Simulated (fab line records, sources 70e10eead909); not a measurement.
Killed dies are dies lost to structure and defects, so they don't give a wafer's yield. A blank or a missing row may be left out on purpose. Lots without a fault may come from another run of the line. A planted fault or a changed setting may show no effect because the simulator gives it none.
One fault seen from 2 desks | flow nand_harc | each desk has only its own numbers; what lay behind them comes last

THE TOOL OWNER'S DESK: pecvd_onon-02
The tool's own readings at NHARC_A_ONON_D2_DEP_00 (target thk 1000 nm): means of the sampled wafers that have a number, for each lot that ran on this tool. A lot is out of limits, marked OUT, if its mean lies more than 4 standard deviations from the usual mean; the brackets give that distance.
Columns: A = n2o_flow_sccm at NHARC_A_ONON_D2_DEP_00, usual 2002 sccm; B = susceptor_temp_C at NHARC_A_ONON_D2_DEP_00, usual 399.99 C
lot  | first seen here | A    | B
L695 | day 13 14:29    | 2006 | 399.96
L697 | day 14 16:41    | 2005 | 399.72
L699 | day 15 17:10    | 2000 | 400.39
L701 | day 16 21:23    | 2001 | 400.16
L704 | day 17 23:44    | 2005 | 400.10
L707 | day 19 16:05    | 1997 | 399.88
L709 | day 20 03:09    | 1999 | 399.94
This desk's finding: nothing out of limits on any of the 7 lots.

THE METROLOGY DESK
What the gauges read, lot by lot, whatever tool the lot ran on: means of the sampled wafers that have a number. A lot is out of limits, marked OUT, if its mean lies more than 4 standard deviations from the usual mean; the brackets give that distance.
Columns: A = thk_nm at NHARC_A_ONON_D2_THK_MEAS_02, usual 1003 nm
lot  | first seen here | A
L695 | day 13 14:56    | 982
L693 | day 13 19:56    | 1003
L696 | day 14 17:13    | 1004
L697 | day 14 17:13    | 1020
L698 | day 15 17:42    | 1001
L699 | day 15 17:42    | 997
L700 | day 16 01:10    | 991
L701 | day 16 21:54    | 1015
L702 | day 16 22:04    | 1005
L704 | day 18 00:11    | 1025
L707 | day 19 16:26    | 1039
L708 | day 19 16:26    | 1005
L709 | day 20 03:37    | 1032
L713 | day 21 11:02    | 1001
This desk's finding: nothing out of limits on any of the 14 lots.

PUT TOGETHER
The tool owner's desk saw nothing out of limits.
The metrology desk saw nothing out of limits.

WHAT THE SIMULATOR HAD PUT IN
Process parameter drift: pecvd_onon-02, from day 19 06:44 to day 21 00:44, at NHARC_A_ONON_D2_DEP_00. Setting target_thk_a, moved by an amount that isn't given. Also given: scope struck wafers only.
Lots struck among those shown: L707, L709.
